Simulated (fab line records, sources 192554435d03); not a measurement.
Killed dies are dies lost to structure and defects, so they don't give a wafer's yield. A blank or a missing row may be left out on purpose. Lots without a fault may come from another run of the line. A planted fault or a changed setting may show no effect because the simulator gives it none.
One fault seen from 2 desks | flow n5_finfet | each desk has only its own numbers; what lay behind them comes last

THE METROLOGY DESK
What the gauges read, lot by lot, whatever tool the lot ran on: means of the sampled wafers that have a number. A lot is out of limits, marked OUT, if its mean lies more than 4 standard deviations from the usual mean; the brackets give that distance.
Columns: A = trench_depth_nm at N5_STI_FIN_REVEAL_FIN_H_MEAS_10, usual 52.1 nm
lot  | first seen here | A
L596 | day 3 01:32     | 51.5
L599 | day 3 20:50     | 52.5
L600 | day 4 01:16     | 52.0
L602 | day 4 13:38     | 51.4
L603 | day 4 19:22     | 52.8
L606 | day 5 13:51     | 55.1 (+4.8) OUT
L607 | day 5 19:38     | 56.0 (+6.3) OUT
L609 | day 6 09:53     | 56.1 (+6.5) OUT
L610 | day 6 15:16     | 56.4 (+7.0) OUT
L612 | day 7 03:13     | 52.2
L613 | day 7 06:43     | 51.5
L614 | day 7 13:26     | 51.7
L615 | day 7 20:22     | 52.7
This desk's finding: out of limits on L606, L607, L609, L610; first on L606, day 5 13:51 (trench_depth_nm at N5_STI_FIN_REVEAL_FIN_H_MEAS_10). In limits: L596, L599, L600, L602, L603, L612, L613, L614, L615.

THE TOOL OWNER'S DESK: vapor_etch-02
The tool's own readings at N5_STI_FIN_REVEAL_RECESS_09 (chemistry HF/NH3, target SiO2, afs cycles 11, target depth 42.5 nm, sublimation time 60 s): means of the sampled wafers that have a number, for each lot that ran on this tool. A lot is out of limits, marked OUT, if its mean lies more than 4 standard deviations from the usual mean; the brackets give that distance.
Columns: A = drypump_motor_current_A at N5_STI_FIN_REVEAL_RECESS_09, usual 5.78 A
lot  | first seen here | A
L596 | day 2 23:22     | 5.72
L602 | day 4 11:28     | 5.54
L603 | day 4 17:11     | 5.71
L606 | day 5 11:07     | 5.54
L607 | day 5 16:55     | 5.36
L609 | day 6 07:41     | 5.55
L610 | day 6 12:35     | 5.38
This desk's finding: nothing out of limits on any of the 7 lots.

PUT TOGETHER
The metrology desk could have raised an alarm at day 5 13:51, on L606, L607, L609, L610.
The tool owner's desk saw nothing out of limits.
The tool owner's desk has L606, L607, L609, L610 on record, within its limits.
Of the lots named, all ran N5_STI_FIN_REVEAL_RECESS_09 on vapor_etch-02.

WHAT THE SIMULATOR HAD PUT IN
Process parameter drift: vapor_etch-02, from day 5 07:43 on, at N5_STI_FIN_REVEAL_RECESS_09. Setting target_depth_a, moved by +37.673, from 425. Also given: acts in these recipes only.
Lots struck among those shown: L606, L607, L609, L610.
Hours from the fault's start to each desk's first reading out of limits: the metrology desk, 6.
